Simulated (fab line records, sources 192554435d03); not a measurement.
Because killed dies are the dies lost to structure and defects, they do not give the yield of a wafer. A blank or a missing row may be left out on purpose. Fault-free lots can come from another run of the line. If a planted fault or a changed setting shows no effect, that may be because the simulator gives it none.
Matching of chambers | flow n5 finfet | pecvd-03 running N5_BEOL_M8_DEP_56: 3 sister chambers
The step deposits SiCN from 3MS/NH3, target thk 10 nm, time 17.5 s. 16 wafers are shown with their chamber, then 8 later ones without.

WAFERS PAIRED WITH THEIR CHAMBERS
wafer  | chamber | showerhead plenum p Torr (Torr) | throttle valve pct (%)
L077.1 | 1       | 3.657                           | 8.9
L077.4 | 0       | 3.659                           | 8.7
L077.5 | 1       | 3.650                           | 8.5
L079.4 | 0       | 3.652                           | 9.0
L079.5 | 2       | 3.677                           | 8.7
L079.6 | 1       | 3.648                           | 8.4
L085.1 | 1       | 3.650                           | 8.2
L085.4 | 2       | 3.685                           | 8.4
L085.6 | 1       | 3.650                           | 8.4
L090.2 | 0       | 3.652                           | 8.9
L090.4 | 1       | 3.649                           | 8.6
L090.6 | 0       | 3.662                           | 9.0
L092.1 | 2       | 3.666                           | 8.7
L092.4 | 2       | 3.678                           | 8.6
L092.5 | 1       | 3.651                           | 8.7
L095.1 | 1       | 3.644                           | 8.7

SIGNATURES (averages over the wafers above)
reading                  | chamber 0 | chamber 1 | chamber 2 | scatter within a chamber
showerhead plenum p Torr | 3.65625   | 3.64987   | 3.67650   | 0.00521
throttle valve pct       | 8.900     | 8.550     | 8.600     | 0.188
Rule: a wafer lies at a distance from a chamber equal to the root of the sum of squares, over the readings, of (its reading less the chamber's mean, divided by the reading's scatter). The wafer belongs to the nearest chamber; if the next one is less than 2 further off, it can't be placed. The scatter: the root of (the sum of the squares of (reading less its chamber's mean) over the shown wafers, divided by (wafers less chambers)).

WAFERS WITHOUT THEIR CHAMBER
wafer  | showerhead plenum p Torr (Torr) | throttle valve pct (%)
L095.2 | 3.669                           | 8.8
L095.3 | 3.664                           | 9.3
L096.1 | 3.676                           | 8.7
L096.3 | 3.647                           | 8.7
L096.4 | 3.660                           | 9.2
L097.2 | 3.641                           | 8.7
L097.4 | 3.664                           | 8.9
L097.6 | 3.670                           | 8.9

WHICH CHAMBER EACH ONE RAN IN
wafer  | from the rows above          | in truth
L095.2 | can't be placed: 2 or 0      | 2
L095.3 | can't be placed: 0 or 2      | 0
L096.1 | 2                            | 2
L096.3 | can't be placed: 1 or 0      | 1
L096.4 | 0                            | 0
L097.2 | can't be placed: 1 or 0      | 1
L097.4 | can't be placed: 0 or 2 or 1 | 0
L097.6 | can't be placed: 2 or 0      | 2
Correct placement for 2 of the 8. From these rows, 6 cannot be placed; in 6 the true chamber is one of the candidates. Number placed wrongly: 0.
